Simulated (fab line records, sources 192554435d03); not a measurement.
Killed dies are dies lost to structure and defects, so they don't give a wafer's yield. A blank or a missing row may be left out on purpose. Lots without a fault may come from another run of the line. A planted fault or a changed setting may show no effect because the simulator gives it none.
fab line records | flow n5_finfet
record lots=5 wafers=14 last_day=17
route steps=1938 shown BEOL_M13@1694
lots that met no fault: from a run of the same line without faults
start_h: hours from the record's first day to the start of the lot's first wafer shown | wait_h: hours since the lot's step before | " the same as in the row above | L1.1+2: a row that stands for several wafers | - no value, or no start given | * or withheld: withheld | < > ~ a bound
route shown NAME@n: a module of which the file shows steps, and the number in the route of the first | usual: mean/standard deviation of fault-free wafers | same: alike in all rows | chamber/n: place in a boat | sites: the reading at each site | _std_site: their standard deviation | _edge_site: outer sites' mean less inner sites' | radius_mm: how far each site lies from the wafer's centre | mask NAME#n: copy n | behind: the tool/chamber that last shaped the wafer | hold: why the lot was held/for how many hours/how that ended | device: the transistor (n, p or np) that didn't switch | end of line: the same wafers' tests at the end of the route | a step without rows: its recipe alone | killed: dies lost to structure and defects at the first sort, not the wafer's yield | map: a wafer's dies, x killed, . not, _ none there
set.NAME: the setting as run; set.NAME@STEP: as run at that earlier step | model.NAME: the simulator's own value behind a step, which no gauge read
lots at some steps of the route; a table a step, a row a wafer
services: from which hour (start_h, from the record's first day; less than 0 if before it) a tool's chamber was out of use, for how many hours, and why
## steps
# step N5_BEOL_M13_ETCH_68
# recipe chemistry=N2/H2 target=SOC mask_material=SiARC source_w=3000 bias_w=350 temp_c=40 time_s=355 ion_energy_ev=200 pressure_mtorr=30 n2_flow_sccm=200 h2_flow_sccm=200
# usual drypump_motor_current_A=5.7/0.63 n2_flow_sccm=200.0/0.56 oes_product_au=0.80/0.076 rf_vpp_V=524.0/2.5 showerhead_plenum_p_Torr=2.54/0.087 throttle_valve_pct=17.77/0.19
# columns lot.wafer tool chamber start_h wait_h drypump_motor_current_A n2_flow_sccm oes_product_au rf_hours_counter_h rf_vpp_V showerhead_plenum_p_Torr throttle_valve_pct
L399.1 rie_diel-06 2 265.88 0.1 6.6 199.8 0.89 34 524.6 2.59 17.86
L399.4 " 1 " " 5.0 199.7 0.70 227 524.3 2.51 17.84
L399.6 " 3 " " 5.1 199.8 0.70 - 520.2 2.41 18.20
L405.1 rie_diel-06 1 308.40 0.1 5.0 200.4 0.72 236 523.1 2.50 17.85
L405.2 " 0 " " 6.3 200.6 0.85 65 524.9 2.58 17.64
L405.4 " 2 " " 6.6 200.3 0.88 45 526.6 2.58 17.85
L412.4 rie_diel-01 1 349.97 0.1 6.8 199.8 0.76 133 524.7 2.55 17.79
L412.6 " 2 " " 4.9 199.6 0.71 - 521.1 2.42 17.88
L417.2 rie_diel-06 1 380.37 0.1 4.9 200.4 0.99 2 523.8 2.50 17.43
L417.3 " 0 " " 6.2 199.6 0.82 93 525.7 2.57 17.69
L417.4 " 3 " " 5.1 200.0 0.96 10 528.9 2.71 17.81
L416.1 rie_diel-06 3 381.73 0.1 5.1 199.7 0.95 10 530.3 2.71 17.83
L416.3 " 1 " " 4.9 199.3 0.98 3 522.6 2.50 17.43
L416.4 " 0 " " 6.3 199.3 0.81 94 524.8 2.57 17.68
# step N5_BEOL_M13_STRIP_69
# recipe chemistry=N2/H2 temp_c=40 n2_flow_sccm=200 h2_flow_sccm=200 rf_frequency_hz=6e+07
# step N5_BEOL_M13_TRENCH_ETCH_34
# recipe chemistry=C4F8/O2/Ar target=SiOC target_depth_a=4134.7 mask_material=SOC pressure_mtorr=30 source_w=3000 bias_w=700 Ar_flow_sccm=400 C4F8_flow_sccm=15 O2_flow_sccm=8 he_inner_torr=15 he_outer_torr=30 time_s=162.6 ion_energy_ev=250
# usual drypump_motor_current_A=5.8/0.63 oes_product_au=0.80/0.076 rf_vpp_V=665/3.1 showerhead_plenum_p_Torr=3.42/0.1 throttle_valve_pct=24.20/0.17
# columns lot.wafer tool chamber start_h wait_h drypump_motor_current_A oes_product_au rf_hours_counter_h rf_vpp_V showerhead_plenum_p_Torr throttle_valve_pct
L399.1 rie_diel-06 2 266.10 0.0 6.6 0.90 34 666 3.48 24.31
L399.4 " 1 " " 4.9 0.71 227 665 3.38 24.24
L399.6 " 3 " " 5.1 0.70 - 661 3.24 24.56
L405.1 rie_diel-06 1 308.62 0.0 5.0 0.71 236 663 3.37 24.25
L405.2 " 0 " " 6.3 0.85 65 666 3.47 24.06
L405.4 " 2 " " 6.6 0.86 45 668 3.48 24.30
L412.4 rie_diel-01 1 350.20 0.0 6.8 0.76 133 665 3.43 24.22
L412.6 " 2 " " 4.9 0.72 - 660 3.28 24.33
L417.2 rie_diel-06 1 380.60 0.0 4.9 0.98 2 663 3.36 23.93
L417.3 " 0 " " 6.3 0.81 93 665 3.46 24.10
L417.4 " 3 " " 5.1 0.96 10 670 3.62 24.29
L416.1 rie_diel-06 3 381.95 0.0 5.1 0.95 11 671 3.62 24.26
L416.3 " 1 " " 4.9 0.98 3 663 3.36 23.94
L416.4 " 0 " " 6.3 0.81 94 666 3.46 24.09
# step N5_BEOL_M13_STRIP_70
# recipe chemistry=C4F8/O2/Ar resist=SiARC rf_frequency_hz=6e+07
# step N5_BEOL_M13_OCD_MEAS_35
# usual trench_depth_nm=415/6.2
# columns lot.wafer tool chamber start_h wait_h trench_depth_nm
L399.1 ocd-02 - 266.27 0.0 424
L399.4 " - " " 410
L399.6 " - " " 410
L405.1 ocd-02 - 308.80 0.0 408
L405.2 " - " " 418
L405.4 " - " " 416
L412.4 ocd-02 - 350.37 0.0 413
L412.6 " - " " 412
L417.2 ocd-02 - 380.77 0.0 422
L417.3 " - " " 419
L417.4 " - " " 428
L416.1 ocd-01 - 382.12 0.0 421
L416.3 " - " " 416
L416.4 " - " " 413
# step N5_BEOL_M13_STRIP_37
# recipe chemistry=N2/H2 power_w=1000 temp_c=250 h2_frac=0.65 overash_fraction=0.3 pressure_mtorr=withheld n2_flow_sccm=1750 h2_flow_sccm=3250
# step N5_BEOL_M13_ETCH_38
# recipe chemistry=CF4/N2 target=SiCN target_depth_a=675 taper_deg=2 time_s=71.9 ion_energy_ev=150 mask_material=SiO2 pressure_mtorr=40 source_w=430 bias_w=70 Ar_flow_sccm=100 cf4_flow_sccm=60 n2_flow_sccm=60
# usual drypump_motor_current_A=5.7/0.6 n2_flow_sccm=60.01/0.16 oes_product_au=0.80/0.068 rf_vpp_V=382.3/1.9 showerhead_plenum_p_Torr=2.21/0.073 throttle_valve_pct=15.41/0.18
# columns lot.wafer tool chamber start_h wait_h drypump_motor_current_A n2_flow_sccm oes_product_au rf_hours_counter_h rf_vpp_V showerhead_plenum_p_Torr throttle_valve_pct
L399.1 rie_diel-01 0 269.16 - 5.4 59.97 0.80 99 382.0 2.23 15.34
L399.4 " 2 " " 4.9 60.22 0.74 - 379.1 2.12 15.51
L399.6 " 1 " " 6.7 60.04 0.79 - 382.4 2.22 15.38
L405.1 rie_diel-01 3 310.50 - 5.4 59.91 0.86 41 380.5 2.16 15.10
L405.2 " 2 " " 4.9 60.12 0.73 183 379.4 2.11 15.55
L405.4 " 1 " " 6.8 60.01 0.78 121 383.6 2.22 15.41
L412.4 rie_diel-04 0 352.83 - 5.3 60.09 0.87 64 383.4 2.33 15.27
L412.6 " 2 " " 6.2 60.10 0.73 - 380.1 2.12 15.67
L417.2 rie_diel-06 1 382.21 - 4.9 60.04 0.97 3 380.8 2.17 15.11
L417.3 " 2 " " 6.6 60.21 0.84 74 382.4 2.23 15.50
L417.4 " 0 " " 6.3 60.01 0.82 94 381.7 2.23 15.28
L416.1 rie_diel-01 3 382.54 - 5.4 59.83 0.83 62 381.3 2.15 15.13
L416.3 " 2 " " 4.8 60.10 0.72 206 379.4 2.10 15.59
L416.4 " 0 " " 5.4 59.97 0.77 133 382.0 2.22 15.40
# step N5_BEOL_M13_PRECLEAN_39
# recipe chemistry=residue_remover time_s=60 temp_c=40
# step N5_BEOL_M13_SRD_40
# recipe time_s=30 temp_c=23 rinse_liquid=diw dry=n2_spin spin_rpm=1500 dry_time_s=30
# step N5_BEOL_M13_DEGAS_41
# recipe ambient=vacuum temp_c=250 time_s=60
# usual heater_power_w=325/18
# columns lot.wafer tool chamber start_h wait_h heater_power_w
L399.1 pvd_sputter-02 - 269.65 0.3 322
L399.4 " - " " 335
L399.6 " - " " 342
L405.1 pvd_sputter-01 - 311.08 0.4 344
L405.2 " - " " 283
L405.4 " - " " 327
L412.4 pvd_sputter-03 - 353.06 0.1 334
L412.6 " - " " 332
L417.2 pvd_sputter-02 - 382.67 0.3 357
L417.3 " - " " 320
L417.4 " - " " 333
L416.1 pvd_sputter-01 - 382.85 0.1 280
L416.3 " - " " 336
L416.4 " - " " 334
# step N5_BEOL_M13_PRE_CLEAN_42
# recipe gas=H2/He time_s=30 temp_c=250
# usual heater_power_w=324/17
# columns lot.wafer tool chamber start_h wait_h heater_power_w
L399.1 pvd_sputter-02 - 269.69 0.0 322
L399.4 " - " " 334
L399.6 " - " " 351
L405.1 pvd_sputter-01 - 311.12 0.0 331
L405.2 " - " " 279
L405.4 " - " " 315
L412.4 pvd_sputter-03 - 353.10 0.0 340
L412.6 " - " " 321
L417.2 pvd_sputter-02 - 382.71 0.0 352
L417.3 " - " " 320
L417.4 " - " " 332
L416.1 pvd_sputter-01 - 382.89 0.0 283
L416.3 " - " " 335
L416.4 " - " " 336
# step N5_BEOL_M13_SPUTTER_43
# recipe material=TaN target_thk_a=150 temp_c=50 bias_v=168.6 power_w=15000 chamber_pressure_pa=0.12 time_s=24.19
# step N5_BEOL_M13_SPUTTER_44
# recipe material=Ta target_thk_a=100 temp_c=50 bias_v=80 power_w=15000 chamber_pressure_pa=0.07 time_s=16.13
# usual bias_v=80.0/0.77 throttle_valve_pct=30.4/0.85
# columns lot.wafer tool chamber start_h wait_h bias_v throttle_valve_pct model.Ta_of_BEOL_M13_SPUTTER_44.thk_nm
L399.1 pvd_sputter-02 - 269.81 0.0 81.6 29.3 9.8
L399.4 " - " " 80.1 29.6 10
L399.6 " - " " 80.3 30.1 10
L405.1 pvd_sputter-01 - 311.24 0.0 80.0 31.0 9.6
L405.2 " - " " 80.0 30.3 9.8
L405.4 " - " " 79.2 30.4 9.8
L412.4 pvd_sputter-03 - 353.22 0.0 79.6 31.5 11.6
L412.6 " - " " 80.3 29.6 10
L417.2 pvd_sputter-02 - 382.83 0.0 79.7 30.1 10
L417.3 " - " " 81.3 29.7 10
L417.4 " - " " 81.2 29.9 10.2
L416.1 pvd_sputter-01 - 383.01 0.0 79.8 30.2 10
L416.3 " - " " 81.2 31.0 9.6
L416.4 " - " " 79.8 30.5 10
# step N5_BEOL_M13_SPUTTER_45
# recipe material=Cu target_thk_a=800 temp_c=-20 bias_v=60 power_w=26000 chamber_pressure_pa=0.13 time_s=13.33
## services
# columns tool chamber start_h hours kind
rie_diel-01 2 247.70 9.1 repair
rie_diel-04 2 255.92 2.1 repair
rie_diel-01 3 261.33 9.2 repair
pvd_sputter-01 - 283.92 0.7 repair
rie_diel-01 - 326.60 0.4 repair
rie_diel-06 3 333.41 3.6 repair
rie_diel-06 3 337.04 - clean
rie_diel-06 3 337.04 - consumable_replace:focus_ring
rie_diel-06 3 337.04 - consumable_replace:showerhead
rie_diel-06 3 337.04 15.9 scheduled_down
rie_diel-06 3 337.04 15.9 vent_cycle
rie_diel-01 - 344.99 2.8 pm
rie_diel-06 1 353.26 - clean
rie_diel-06 1 353.26 - consumable_replace:focus_ring
rie_diel-06 1 353.26 20.5 scheduled_down
rie_diel-06 1 353.26 20.5 vent_cycle
pvd_sputter-02 - 359.51 2.0 repair
rie_diel-01 1 375.05 1.9 repair
## key
first_sign none at tools or gauges
model_effect step=N5_BEOL_M13_SPUTTER_44 value=Ta_of_BEOL_M13_SPUTTER_44.thk_nm without=10.2 struck=11.6
met_at N5_BEOL_M13_SPUTTER_44
struck_wafers L412.4
fault kind=process_parameter_drift tool=pvd_sputter-03 chamber=- onset_h=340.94 steps=N5_BEOL_M13_SPUTTER_44 channel=time_s offset=* shape=step end_h=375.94 scope=struck_wafers_only acts_in=* stated=*
